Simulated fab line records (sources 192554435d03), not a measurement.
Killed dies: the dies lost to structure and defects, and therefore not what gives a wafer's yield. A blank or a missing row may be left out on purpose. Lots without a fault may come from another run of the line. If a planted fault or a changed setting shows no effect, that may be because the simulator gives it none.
fab line records | flow n5-finfet | part 1 of 2: steps 1 to 19 of 27
record: lots: 5 | wafers: 15 | last-day: 16
route steps=1938 shown GATE_CUT@512 MOL_CONTACT_COAG@517
lots that met no fault: from a run of the same line without faults
start-h: hours from the record's first day to the start of the lot's first wafer shown | wait-h: time in hours since the lot's previous step | " repeats the value in the row above | L1.1+2: one row covering several wafers at once | - no value, or no start was given | * or withheld: withheld | < > ~ a bound
route shown NAME@n: a module of which the file shows steps, and the number in the route of the first | usual: mean/standard deviation taken from wafers without a fault | same: alike in all rows | chamber/n: place in a boat | sites: the reading at each site | _std_site: how widely they spread, as a standard deviation | _edge_site: mean of outer sites minus mean of inner sites | radius-mm: for every site, how far away it sits from the centre of the wafer | mask NAME#n: copy n | behind: the tool/chamber that last shaped the wafer | hold: why the lot was held/for how many hours/how that ended | device: whichever transistor did not switch (one of n, p or np) | end of line: at the end of the route, the tests of the same wafers | where a step has no rows: the recipe by itself | killed: dies lost to structure and defects at the first sort, not the wafer's yield | map: per-die view of a wafer (x killed, . not killed, _ where there is no die)
set.NAME: the setting the step ran with; set.NAME@STEP: the setting that earlier step ran with | model.NAME: the simulator's own value behind a step, which no gauge read
a table for each step, a row for each wafer; lots at some steps of the route
services: a tool's chamber out of use, with start hour (start-h, from the record's first day; less than 0 if before it), hours out, and reason
== steps ==
step: N5_GATE_CUT_THK_MEAS_24
recipe: reads: SiO2_of_GATE_CUT_HM_DEP_46+SiO2_flowable_of_ILD0_FCVD_FILL_01
usual: GC_FILL_THK: 219.1/2
lot.wafer | tool          | chamber | start-h | wait-h | GC_FILL_THK[nm]
L076.2    | film-metro-01 | -       | 100.08  | -      | 216.1
L076.5    | "             | -       | "       | "      | 217.7
L076.6    | "             | -       | "       | "      | 220.5
L077.1    | film-metro-01 | -       | 105.22  | -      | 221.1
L077.5    | "             | -       | "       | "      | 223.0
L077.6    | "             | -       | "       | "      | 223.7
L088.3    | film-metro-01 | -       | 171.36  | -      | 219.2
L088.5    | "             | -       | "       | "      | 220.6
L088.6    | "             | -       | "       | "      | 222.4
L089.2    | film-metro-01 | -       | 178.54  | -      | 216.8
L089.3    | "             | -       | "       | "      | 214.8
L089.4    | "             | -       | "       | "      | 217.1
L094.2    | film-metro-01 | -       | 210.98  | -      | 218.9
L094.3    | "             | -       | "       | "      | 220.4
L094.6    | "             | -       | "       | "      | 218.8
step: N5_GATE_CUT_CMP_43
recipe: material: SiO2 | post-cmp-clean: rinse-only
usual: motor-current-A: 12.4/0.85 | slurry-filter-dp-kPa: 13.49/0.13
lot.wafer | tool   | chamber | start-h | wait-h | motor-current-A | slurry-filter-dp-kPa
L076.2    | cmp-04 | 1       | 100.35  | 0.3    | 12.4            | 13.57
L076.5    | "      | 2       | "       | "      | 12.3            | 13.53
L076.6    | "      | 3       | "       | "      | 12.3            | 13.56
L077.1    | cmp-02 | 0       | 105.33  | 0.1    | 14.3            | 13.56
L077.6    | "      | 3       | "       | "      | 12.4            | 13.33
L077.5    | "      | 0       | "       | "      | 13.6            | 13.37
L088.3    | cmp-02 | 1       | 171.47  | 0.1    | 12.6            | 13.40
L088.6    | "      | 0       | "       | "      | 13.5            | 13.59
L088.5    | "      | 1       | "       | "      | 12.9            | 13.71
L089.4    | cmp-03 | 3       | 178.57  | 0.0    | 10.8            | 13.65
L089.3    | "      | 0       | "       | "      | 13.1            | 13.38
L089.2    | "      | 1       | "       | "      | 12.2            | 13.48
L094.3    | cmp-04 | 3       | 211.01  | 0.0    | 11.7            | 13.45
L094.2    | "      | 2       | "       | "      | 12.4            | 13.41
L094.6    | "      | 3       | "       | "      | 12.4            | 13.43
step: N5_GATE_CUT_CMP_61
recipe: stop-on: SiNx | t-overpolish-s: 3 | post-cmp-clean: alkaline-brush | down-force-psi: 4 | platen-rpm: 27.09 | pad-velocity-m-s: 0.539
usual: motor-current-A: 12.4/0.93 | slurry-filter-dp-kPa: 13.51/0.14
same: t-overpolish-s: 3
lot.wafer | tool   | chamber | start-h | wait-h | motor-current-A | slurry-filter-dp-kPa
L076.2    | cmp-04 | 1       | 100.68  | 0.2    | 12.3            | 13.55
L076.5    | "      | 2       | "       | "      | 12.5            | 13.60
L076.6    | "      | 3       | "       | "      | 12.4            | 13.46
L077.1    | cmp-02 | 0       | 105.76  | 0.3    | 13.4            | 13.45
L077.6    | "      | 3       | "       | "      | 11.8            | 13.73
L077.5    | "      | 0       | "       | "      | 13.6            | 13.37
L088.3    | cmp-02 | 1       | 171.90  | 0.3    | 13.0            | 13.66
L088.6    | "      | 0       | "       | "      | 13.1            | 13.50
L088.5    | "      | 1       | "       | "      | 12.6            | 13.45
L089.4    | cmp-03 | 3       | 179.05  | 0.4    | 10.5            | 13.45
L089.3    | "      | 0       | "       | "      | 13.4            | 13.54
L089.2    | "      | 1       | "       | "      | 11.2            | 13.51
L094.3    | cmp-04 | 3       | 211.49  | 0.4    | 12.2            | 13.32
L094.2    | "      | 2       | "       | "      | 12.5            | 13.52
L094.6    | "      | 3       | "       | "      | 12.0            | 13.34
step: N5_GATE_CUT_INSPECT_26
recipe: inspect-instrument: darkfield | mode: post-cmp
usual: raw-defect-count: 38/16
lot.wafer | tool              | chamber | start-h | wait-h | raw-defect-count
L076.2    | defect-inspect-01 | -       | 100.82  | 0.0    | 38
L076.5    | "                 | -       | "       | "      | 80
L076.6    | "                 | -       | "       | "      | 29
L077.1    | defect-inspect-02 | -       | 105.96  | 0.0    | 44
L077.5    | "                 | -       | "       | "      | 31
L077.6    | "                 | -       | "       | "      | 31
L088.3    | defect-inspect-02 | -       | 172.11  | 0.0    | 72
L088.5    | "                 | -       | "       | "      | 43
L088.6    | "                 | -       | "       | "      | 31
L089.2    | defect-inspect-01 | -       | 179.28  | 0.0    | 29
L089.3    | "                 | -       | "       | "      | 48
L089.4    | "                 | -       | "       | "      | 40
L094.2    | defect-inspect-01 | -       | 211.72  | 0.0    | 57
L094.3    | "                 | -       | "       | "      | 38
L094.6    | "                 | -       | "       | "      | 30
step: N5_MOL_CONTACT_COAG_COAT_103
recipe: resist: SOC | temp-c: 250 | time-s: 60 | spin-rpm: 1500 | resist-thk-nm: 80
usual: exhaust-pa: 45.2/0.93 | plate-temp-C: 250.04/0.18
lot.wafer | tool           | chamber | start-h | wait-h | exhaust-pa | plate-temp-C
L076.2    | litho-track-04 | 0       | 100.85  | 0.0    | 45.1       | 249.92
L076.5    | "              | 0       | "       | "      | 44.6       | 250.05
L076.6    | "              | 0       | "       | "      | 44.3       | 249.82
L077.1    | litho-track-04 | 0       | 105.99  | 0.0    | 45.7       | 250.02
L077.5    | "              | 0       | "       | "      | 45.6       | 249.99
L077.6    | "              | 0       | "       | "      | 45.9       | 250.15
L088.3    | litho-track-04 | 0       | 172.14  | 0.0    | 45.9       | 249.79
L088.5    | "              | 0       | "       | "      | 44.5       | 250.03
L088.6    | "              | 0       | "       | "      | 45.1       | 249.65
L089.2    | litho-track-03 | 0       | 179.31  | 0.0    | 46.7       | 249.87
L089.3    | "              | 0       | "       | "      | 44.6       | 250.15
L089.4    | "              | 0       | "       | "      | 44.5       | 250.21
L094.2    | litho-track-03 | 0       | 211.75  | 0.0    | 44.5       | 250.39
L094.3    | "              | 0       | "       | "      | 45.7       | 250.27
L094.6    | "              | 0       | "       | "      | 45.5       | 250.28
step: N5_MOL_CONTACT_COAG_COAT_104
recipe: resist: SiARC | temp-c: 220 | time-s: 60 | spin-rpm: 1500 | resist-thk-nm: 12
usual: exhaust-pa: 44.7/0.9 | plate-temp-C: 220.02/0.17
lot.wafer | tool           | chamber | start-h | wait-h | exhaust-pa | plate-temp-C
L076.2    | litho-track-04 | 0       | -       | -      | 46.7       | 219.77
L076.5    | "              | 0       | "       | "      | 45.7       | 220.08
L076.6    | "              | 0       | "       | "      | 45.3       | 220.03
L077.1    | litho-track-04 | 0       | -       | -      | 44.1       | 219.92
L077.5    | "              | 0       | "       | "      | 44.6       | 220.02
L077.6    | "              | 0       | "       | "      | 45.2       | 219.91
L088.3    | litho-track-04 | 0       | -       | -      | 44.3       | 220.08
L088.5    | "              | 0       | "       | "      | 44.9       | 219.99
L088.6    | "              | 0       | "       | "      | 43.8       | 219.79
L089.2    | litho-track-03 | 0       | -       | -      | 45.3       | 220.13
L089.3    | "              | 0       | "       | "      | 46.8       | 220.20
L089.4    | "              | 0       | "       | "      | 44.7       | 220.08
L094.2    | litho-track-03 | 0       | -       | -      | 43.8       | 220.32
L094.3    | "              | 0       | "       | "      | 42.8       | 220.03
L094.6    | "              | 0       | "       | "      | 44.3       | 219.97
step: N5_MOL_CONTACT_COAG_COAT_58
recipe: resist: underlayer | temp-c: 205 | time-s: 60 | spin-rpm: 1500 | resist-thk-nm: 10
usual: exhaust-pa: 45.0/1 | plate-temp-C: 205.01/0.15
lot.wafer | tool           | chamber | start-h | wait-h | exhaust-pa | plate-temp-C
L076.2    | litho-track-04 | 0       | -       | -      | 46.7       | 205.01
L076.5    | "              | 0       | "       | "      | 44.8       | 205.19
L076.6    | "              | 0       | "       | "      | 46.6       | 205.13
L077.1    | litho-track-04 | 0       | -       | -      | 44.0       | 205.05
L077.5    | "              | 0       | "       | "      | 44.0       | 205.10
L077.6    | "              | 0       | "       | "      | 42.1       | 204.94
L088.3    | litho-track-04 | 0       | -       | -      | 45.6       | 204.93
L088.5    | "              | 0       | "       | "      | 44.5       | 204.92
L088.6    | "              | 0       | "       | "      | 44.2       | 205.00
L089.2    | litho-track-03 | 0       | -       | -      | 46.0       | 205.10
L089.3    | "              | 0       | "       | "      | 46.6       | 205.11
L089.4    | "              | 0       | "       | "      | 46.7       | 205.04
L094.2    | litho-track-03 | 0       | -       | -      | 45.6       | 205.25
L094.3    | "              | 0       | "       | "      | 46.4       | 204.91
L094.6    | "              | 0       | "       | "      | 46.5       | 205.06
step: N5_MOL_CONTACT_COAG_COAT_02
recipe: resist: CAR-EUV | spin-rpm: 1500 | resist-thk-nm: 30
usual: exhaust-pa: 45.1/0.76
lot.wafer | tool           | chamber | start-h | wait-h | exhaust-pa
L076.2    | litho-track-04 | 0       | -       | -      | 46.0
L076.5    | "              | 0       | "       | "      | 45.4
L076.6    | "              | 0       | "       | "      | 46.1
L077.1    | litho-track-04 | 0       | -       | -      | 45.7
L077.5    | "              | 0       | "       | "      | 45.3
L077.6    | "              | 0       | "       | "      | 45.5
L088.3    | litho-track-04 | 0       | -       | -      | 45.1
L088.5    | "              | 0       | "       | "      | 45.7
L088.6    | "              | 0       | "       | "      | 44.8
L089.2    | litho-track-03 | 0       | -       | -      | 45.2
L089.3    | "              | 0       | "       | "      | 45.4
L089.4    | "              | 0       | "       | "      | 44.6
L094.2    | litho-track-03 | 0       | -       | -      | 45.4
L094.3    | "              | 0       | "       | "      | 45.7
L094.6    | "              | 0       | "       | "      | 44.5
step: N5_MOL_CONTACT_COAG_EBR_04
recipe: solvent: PGMEA | ebr-width-mm: 1.5
usual: exhaust-pa: 44.9/0.95
lot.wafer | tool           | chamber | start-h | wait-h | exhaust-pa
L076.2    | litho-track-04 | 0       | -       | -      | 47.1
L076.5    | "              | 0       | "       | "      | 45.3
L076.6    | "              | 0       | "       | "      | 45.3
L077.1    | litho-track-04 | 0       | -       | -      | 46.1
L077.5    | "              | 0       | "       | "      | 45.8
L077.6    | "              | 0       | "       | "      | 46.6
L088.3    | litho-track-04 | 0       | -       | -      | 47.1
L088.5    | "              | 0       | "       | "      | 47.5
L088.6    | "              | 0       | "       | "      | 45.7
L089.2    | litho-track-03 | 0       | -       | -      | 44.7
L089.3    | "              | 0       | "       | "      | 45.3
L089.4    | "              | 0       | "       | "      | 45.3
L094.2    | litho-track-03 | 0       | -       | -      | 45.6
L094.3    | "              | 0       | "       | "      | 44.8
L094.6    | "              | 0       | "       | "      | 44.9
step: N5_MOL_CONTACT_COAG_SOFTBAKE_03
recipe: temp-c: 110 | time-s: 60 | resist: CAR-EUV
usual: exhaust-pa: 45.0/0.95 | plate-temp-C: 110.02/0.11
lot.wafer | tool           | chamber | start-h | wait-h | exhaust-pa | plate-temp-C
L076.2    | litho-track-04 | 0       | -       | -      | 43.9       | 110.12
L076.5    | "              | 0       | "       | "      | 45.1       | 109.95
L076.6    | "              | 0       | "       | "      | 45.0       | 109.99
L077.1    | litho-track-04 | 0       | -       | -      | 44.5       | 110.07
L077.5    | "              | 0       | "       | "      | 43.0       | 110.27
L077.6    | "              | 0       | "       | "      | 45.1       | 110.14
L088.3    | litho-track-04 | 0       | -       | -      | 45.6       | 110.03
L088.5    | "              | 0       | "       | "      | 46.8       | 110.10
L088.6    | "              | 0       | "       | "      | 46.9       | 110.19
L089.2    | litho-track-03 | 0       | -       | -      | 44.4       | 110.00
L089.3    | "              | 0       | "       | "      | 45.1       | 109.89
L089.4    | "              | 0       | "       | "      | 43.4       | 110.08
L094.2    | litho-track-03 | 0       | -       | -      | 43.8       | 109.82
L094.3    | "              | 0       | "       | "      | 43.5       | 109.75
L094.6    | "              | 0       | "       | "      | 44.7       | 110.02
step: N5_MOL_CONTACT_COAG_EXPOSE_05
recipe: mask-id: CA | na: 0.33 | source-shape: annular | sigma-inner: 0.4 | sigma-outer: 0.8 | polarization: unpolarized | defocus-nm: 0 | dose-mj: 38.25
usual: focus-offset-nm: 0.0/0.57
lot.wafer | tool           | chamber | start-h | wait-h | mask | focus-offset-nm
L076.2    | euv-scanner-02 | 0       | 101.12  | -      | CA#0 | 0.1
L076.5    | "              | 0       | "       | "      | CA#0 | 0.9
L076.6    | "              | 0       | "       | "      | CA#0 | 0.1
L077.1    | euv-scanner-02 | 0       | 106.12  | -      | CA#0 | -0.2
L077.5    | "              | 0       | "       | "      | CA#0 | 0.5
L077.6    | "              | 0       | "       | "      | CA#0 | 0.4
L088.3    | euv-scanner-01 | 0       | 172.34  | -      | CA#0 | 0.5
L088.5    | "              | 0       | "       | "      | CA#0 | 0.7
L088.6    | "              | 0       | "       | "      | CA#0 | 0.3
L089.2    | euv-scanner-01 | 0       | 179.46  | -      | CA#0 | 0.6
L089.3    | "              | 0       | "       | "      | CA#0 | -0.7
L089.4    | "              | 0       | "       | "      | CA#0 | -0.4
L094.2    | euv-scanner-01 | 0       | 211.90  | -      | CA#0 | -0.3
L094.3    | "              | 0       | "       | "      | CA#0 | -0.4
L094.6    | "              | 0       | "       | "      | CA#0 | -0.5
step: N5_MOL_CONTACT_COAG_PEB_06
recipe: peb-temp-c: 100 | peb-time-s: 60 | resist: CAR-EUV
usual: exhaust-pa: 45.0/0.88 | plate-temp-C: 100.01/0.12
lot.wafer | tool           | chamber | start-h | wait-h | exhaust-pa | plate-temp-C
L076.2    | litho-track-02 | 0       | 101.17  | 0.0    | 44.6       | 100.09
L076.5    | "              | 0       | "       | "      | 45.5       | 100.08
L076.6    | "              | 0       | "       | "      | 44.4       | 99.99
L077.1    | litho-track-03 | 0       | 106.19  | 0.1    | 44.3       | 99.99
L077.5    | "              | 0       | "       | "      | 43.5       | 100.10
L077.6    | "              | 0       | "       | "      | 43.3       | 100.32
L088.3    | litho-track-04 | 0       | 172.39  | 0.0    | 44.9       | 99.88
L088.5    | "              | 0       | "       | "      | 45.2       | 99.95
L088.6    | "              | 0       | "       | "      | 43.7       | 100.15
L089.2    | litho-track-02 | 0       | 179.51  | 0.0    | 47.1       | 100.14
L089.3    | "              | 0       | "       | "      | 45.6       | 100.18
L089.4    | "              | 0       | "       | "      | 45.8       | 99.96
L094.2    | litho-track-02 | 0       | 211.95  | 0.0    | 44.5       | 99.87
L094.3    | "              | 0       | "       | "      | 45.9       | 99.97
L094.6    | "              | 0       | "       | "      | 45.5       | 99.90
step: N5_MOL_CONTACT_COAG_DEVELOP_07
recipe: develop-time-s: 30 | developer: TMAH | resist: CAR-EUV | rinse-liquid: surfactant-rinse | dry: air-spin | dev-temp-c: 23
usual: exhaust-pa: 44.9/0.96
lot.wafer | tool           | chamber | start-h | wait-h | exhaust-pa
L076.2    | litho-track-02 | 0       | -       | -      | 44.6
L076.5    | "              | 0       | "       | "      | 44.6
L076.6    | "              | 0       | "       | "      | 43.5
L077.1    | litho-track-03 | 0       | -       | -      | 45.9
L077.5    | "              | 0       | "       | "      | 45.6
L077.6    | "              | 0       | "       | "      | 44.3
L088.3    | litho-track-04 | 0       | -       | -      | 43.5
L088.5    | "              | 0       | "       | "      | 45.7
L088.6    | "              | 0       | "       | "      | 46.1
L089.2    | litho-track-02 | 0       | -       | -      | 47.4
L089.3    | "              | 0       | "       | "      | 47.2
L089.4    | "              | 0       | "       | "      | 46.4
L094.2    | litho-track-02 | 0       | -       | -      | 44.6
L094.3    | "              | 0       | "       | "      | 43.1
L094.6    | "              | 0       | "       | "      | 46.3
step: N5_MOL_CONTACT_COAG_CD_MEAS_08
recipe: target-cd-nm: 28 | landing-energy-ev: 500 | detector: se-inlens | polarity: opening
usual: cd-nm: 28.02/0.25
lot.wafer | tool      | chamber | start-h | wait-h | cd-nm
L076.2    | cd-sem-01 | 0       | 101.24  | -      | 27.80
L076.5    | "         | 0       | "       | "      | 28.05
L076.6    | "         | 0       | "       | "      | 27.90
L077.1    | cd-sem-01 | 0       | 106.25  | -      | 27.96
L077.5    | "         | 0       | "       | "      | 28.09
L077.6    | "         | 0       | "       | "      | 28.03
L088.3    | cd-sem-02 | 0       | 172.46  | -      | 27.88
L088.5    | "         | 0       | "       | "      | 28.61
L088.6    | "         | 0       | "       | "      | 28.52
L089.2    | cd-sem-02 | 0       | 179.58  | -      | 28.29
L089.3    | "         | 0       | "       | "      | 27.89
L089.4    | "         | 0       | "       | "      | 27.85
L094.2    | cd-sem-02 | 0       | 212.02  | -      | 27.79
L094.3    | "         | 0       | "       | "      | 27.93
L094.6    | "         | 0       | "       | "      | 27.87
step: N5_MOL_CONTACT_COAG_OVL_MEAS_09
recipe: points-per-wafer: 522
usual: CA_OVL: -0.4/0.69
lot.wafer | tool       | chamber | start-h | wait-h | CA_OVL[nm]
L076.2    | overlay-02 | 0       | 101.28  | 0.0    | 0.0
L076.5    | "          | 0       | "       | "      | -0.6
L076.6    | "          | 0       | "       | "      | 0.0
L077.1    | overlay-01 | 0       | 106.28  | 0.0    | 0.0
L077.5    | "          | 0       | "       | "      | 0.3
L077.6    | "          | 0       | "       | "      | -1.3
L088.3    | overlay-01 | 0       | 172.50  | 0.0    | 0.0
L088.5    | "          | 0       | "       | "      | -1.0
L088.6    | "          | 0       | "       | "      | -0.1
L089.2    | overlay-01 | 0       | 179.62  | 0.0    | 0.5
L089.3    | "          | 0       | "       | "      | -1.1
L089.4    | "          | 0       | "       | "      | 0.2
L094.2    | overlay-01 | 0       | 212.06  | 0.0    | 0.5
L094.3    | "          | 0       | "       | "      | -0.3
L094.6    | "          | 0       | "       | "      | 0.4
step: N5_MOL_CONTACT_COAG_INSPECT_10
recipe: mode: adi | inspect-instrument: brightfield
usual: raw-defect-count: 70/28
lot.wafer | tool              | chamber | start-h | wait-h | raw-defect-count
L076.2    | defect-inspect-02 | -       | 101.33  | 0.0    | 95
L076.5    | "                 | -       | "       | "      | 143
L076.6    | "                 | -       | "       | "      | 85
L077.1    | defect-inspect-01 | -       | 106.34  | 0.1    | 75
L077.5    | "                 | -       | "       | "      | 73
L077.6    | "                 | -       | "       | "      | 62
L088.3    | defect-inspect-02 | -       | 172.55  | 0.0    | 122
L088.5    | "                 | -       | "       | "      | 63
L088.6    | "                 | -       | "       | "      | 53
L089.2    | defect-inspect-02 | -       | 179.67  | 0.0    | 58
L089.3    | "                 | -       | "       | "      | 90
L089.4    | "                 | -       | "       | "      | 80
L094.2    | defect-inspect-01 | -       | 212.11  | 0.0    | 103
L094.3    | "                 | -       | "       | "      | 69
L094.6    | "                 | -       | "       | "      | 60
step: N5_MOL_CONTACT_COAG_DESCUM_13
recipe: chemistry: O2 | time-s: 7 | source-power-w: 50 | bias-power-w: 20 | pressure-mtorr: 20 | rf-frequency-hz: 2.712e+07 | temp-c: 40 | resist: CAR-EUV | o2-flow-sccm: 225
usual: drypump-motor-current-A: 6.0/0.41 | oes-product-au: 0.77/0.078 | rf-vpp-V: 243.1/1.3 | showerhead-plenum-p-Torr: 2.09/0.068 | throttle-valve-pct: 20.30/0.25
lot.wafer | tool        | chamber | start-h | wait-h | drypump-motor-current-A | oes-product-au | rf-hours-counter-h | rf-vpp-V | showerhead-plenum-p-Torr | throttle-valve-pct
L076.2    | rie-diel-03 | 3       | 101.36  | 0.0    | 6.3                     | 0.72           | 215                | 242.6    | 2.08                     | 20.73
L076.5    | "           | 3       | "       | "      | 6.3                     | 0.72           | -                  | 243.5    | 2.08                     | 20.72
L076.6    | "           | 0       | "       | "      | 6.3                     | 0.70           | -                  | 243.6    | 2.06                     | 20.25
L077.1    | rie-diel-02 | 2       | 106.38  | 0.0    | 5.6                     | 0.68           | 249                | 244.2    | 2.15                     | 20.93
L077.5    | "           | 0       | "       | "      | 5.5                     | 0.82           | -                  | 243.9    | 2.11                     | 19.91
L077.6    | "           | 3       | "       | "      | 5.9                     | 0.83           | -                  | 243.4    | 2.12                     | 20.34
L088.3    | rie-diel-02 | 3       | 172.97  | 0.4    | 5.9                     | 0.79           | 91                 | 243.4    | 2.11                     | 20.38
L088.5    | "           | 3       | "       | "      | 5.9                     | 0.80           | -                  | 244.1    | 2.11                     | 20.38
L088.6    | "           | 0       | "       | "      | 5.5                     | 0.78           | -                  | 243.5    | 2.10                     | 19.95
L089.2    | rie-diel-01 | 3       | 179.70  | 0.0    | 6.2                     | 0.85           | 50                 | 244.2    | 2.22                     | 20.12
L089.3    | "           | 2       | "       | "      | 5.6                     | 0.76           | 177                | 243.8    | 2.08                     | 20.05
L089.4    | "           | 0       | "       | "      | 6.2                     | 0.96           | -                  | 244.3    | 2.14                     | 19.81
L094.2    | rie-diel-01 | 0       | 212.14  | 0.0    | 6.2                     | 0.92           | 16                 | 243.4    | 2.13                     | 19.81
L094.3    | "           | 2       | "       | "      | 5.5                     | 0.75           | 191                | 242.6    | 2.07                     | 20.07
L094.6    | "           | 3       | "       | "      | 6.2                     | 0.84           | -                  | 245.6    | 2.22                     | 20.15
step: N5_MOL_CONTACT_COAG_ETCH_59
recipe: chemistry: N2/H2 | target: underlayer | target-depth-a: 130 | mask-material: CAR-EUV | time-s: 10.4 | ion-energy-ev: 200 | pressure-mtorr: 30 | source-w: 840 | bias-w: 150 | n2-flow-sccm: 200 | h2-flow-sccm: 200 | ends: cleared
usual: drypump-motor-current-A: 6.0/0.41 | etch-rf-on-time-s: 10.37/0.14 | oes-product-au: 0.66/0.067 | rf-vpp-V: 523.6/2.3 | showerhead-plenum-p-Torr: 2.54/0.08 | throttle-valve-pct: 17.77/0.23
lot.wafer | tool        | chamber | start-h | wait-h | drypump-motor-current-A | etch-rf-on-time-s | oes-product-au | rf-hours-counter-h | rf-vpp-V | showerhead-plenum-p-Torr | throttle-valve-pct
L076.2    | rie-diel-03 | 3       | 101.40  | 0.0    | 6.3                     | 10.33             | 0.62           | 215                | 522.8    | 2.52                     | 18.22
L076.5    | "           | 3       | "       | "      | 6.3                     | 10.29             | 0.62           | -                  | 524.0    | 2.52                     | 18.24
L076.6    | "           | 0       | "       | "      | 6.3                     | 10.64             | 0.59           | -                  | 522.6    | 2.51                     | 17.70
L077.1    | rie-diel-02 | 2       | 106.41  | 0.0    | 5.6                     | 10.48             | 0.58           | 249                | 525.8    | 2.60                     | 18.32
L077.5    | "           | 0       | "       | "      | 5.5                     | 10.24             | 0.70           | -                  | 524.9    | 2.57                     | 17.48
L077.6    | "           | 3       | "       | "      | 5.9                     | 10.39             | 0.71           | -                  | 523.8    | 2.57                     | 17.77
L088.3    | rie-diel-02 | 3       | 173.01  | 0.0    | 5.9                     | 10.56             | 0.68           | 91                 | 525.0    | 2.57                     | 17.83
L088.5    | "           | 3       | "       | "      | 5.9                     | 10.58             | 0.68           | -                  | 523.9    | 2.57                     | 17.79
L088.6    | "           | 0       | "       | "      | 5.5                     | 10.41             | 0.68           | -                  | 523.0    | 2.56                     | 17.53
L089.2    | rie-diel-01 | 3       | 179.74  | 0.0    | 6.2                     | 10.35             | 0.73           | 50                 | 529.5    | 2.69                     | 17.55
L089.3    | "           | 2       | "       | "      | 5.6                     | 10.40             | 0.65           | 177                | 522.7    | 2.53                     | 17.62
L089.4    | "           | 0       | "       | "      | 6.2                     | 10.20             | 0.83           | -                  | 524.8    | 2.61                     | 17.28
L094.2    | rie-diel-01 | 0       | 212.18  | 0.0    | 6.2                     | 10.21             | 0.79           | 16                 | 525.5    | 2.60                     | 17.30
L094.3    | "           | 2       | "       | "      | 5.6                     | 10.51             | 0.64           | 191                | 523.2    | 2.53                     | 17.65
L094.6    | "           | 3       | "       | "      | 6.2                     | 10.34             | 0.72           | -                  | 527.9    | 2.68                     | 17.55
step: N5_MOL_CONTACT_COAG_ETCH_105
recipe: chemistry: CF4 | target: SiARC | target-depth-a: 156 | mask-material: CAR-EUV | time-s: 26 | ion-energy-ev: 80 | pressure-mtorr: 40 | source-w: 545 | bias-w: 36 | Ar_flow_sccm: 100 | cf4-flow-sccm: 100 | ends: cleared
usual: drypump-motor-current-A: 5.9/0.41 | etch-rf-on-time-s: 25.9/0.38 | oes-product-au: 0.66/0.068 | rf-vpp-V: 184.0/1.1 | showerhead-plenum-p-Torr: 2.14/0.064 | throttle-valve-pct: 15.51/0.23
lot.wafer | tool        | chamber | start-h | wait-h | drypump-motor-current-A | etch-rf-on-time-s | oes-product-au | rf-hours-counter-h | rf-vpp-V | showerhead-plenum-p-Torr | throttle-valve-pct
L076.2    | rie-diel-03 | 3       | 101.42  | 0.0    | 6.3                     | 25.6              | 0.62           | 215                | 183.8    | 2.12                     | 15.90
L076.5    | "           | 3       | "       | "      | 6.3                     | 25.8              | 0.62           | -                  | 182.9    | 2.13                     | 15.90
L076.6    | "           | 0       | "       | "      | 6.3                     | 26.4              | 0.59           | -                  | 182.7    | 2.11                     | 15.52
L077.1    | rie-diel-02 | 2       | 106.43  | 0.0    | 5.7                     | 26.2              | 0.57           | 249                | 185.5    | 2.20                     | 16.19
L077.5    | "           | 0       | "       | "      | 5.5                     | 25.3              | 0.71           | -                  | 184.1    | 2.16                     | 15.16
L077.6    | "           | 3       | "       | "      | 5.8                     | 26.0              | 0.71           | -                  | 183.6    | 2.17                     | 15.56
L088.3    | rie-diel-02 | 3       | 173.03  | 0.0    | 5.8                     | 26.3              | 0.68           | 91                 | 184.2    | 2.16                     | 15.60
L088.5    | "           | 3       | "       | "      | 5.8                     | 26.1              | 0.68           | -                  | 183.1    | 2.16                     | 15.60
L088.6    | "           | 0       | "       | "      | 5.5                     | 25.5              | 0.68           | -                  | 184.4    | 2.15                     | 15.22
L089.2    | rie-diel-01 | 3       | 179.76  | 0.0    | 6.1                     | 25.5              | 0.73           | 50                 | 185.5    | 2.26                     | 15.26
L089.3    | "           | 2       | "       | "      | 5.6                     | 25.7              | 0.65           | 177                | 184.0    | 2.13                     | 15.35
L089.4    | "           | 0       | "       | "      | 6.2                     | 25.3              | 0.83           | -                  | 184.1    | 2.19                     | 15.01
L094.2    | rie-diel-01 | 0       | 212.20  | 0.0    | 6.2                     | 25.2              | 0.79           | 16                 | 184.6    | 2.18                     | 15.04
L094.3    | "           | 2       | "       | "      | 5.6                     | 25.6              | 0.64           | 191                | 183.7    | 2.13                     | 15.40
L094.6    | "           | 3       | "       | "      | 6.2                     | 25.7              | 0.71           | -                  | 185.9    | 2.25                     | 15.29
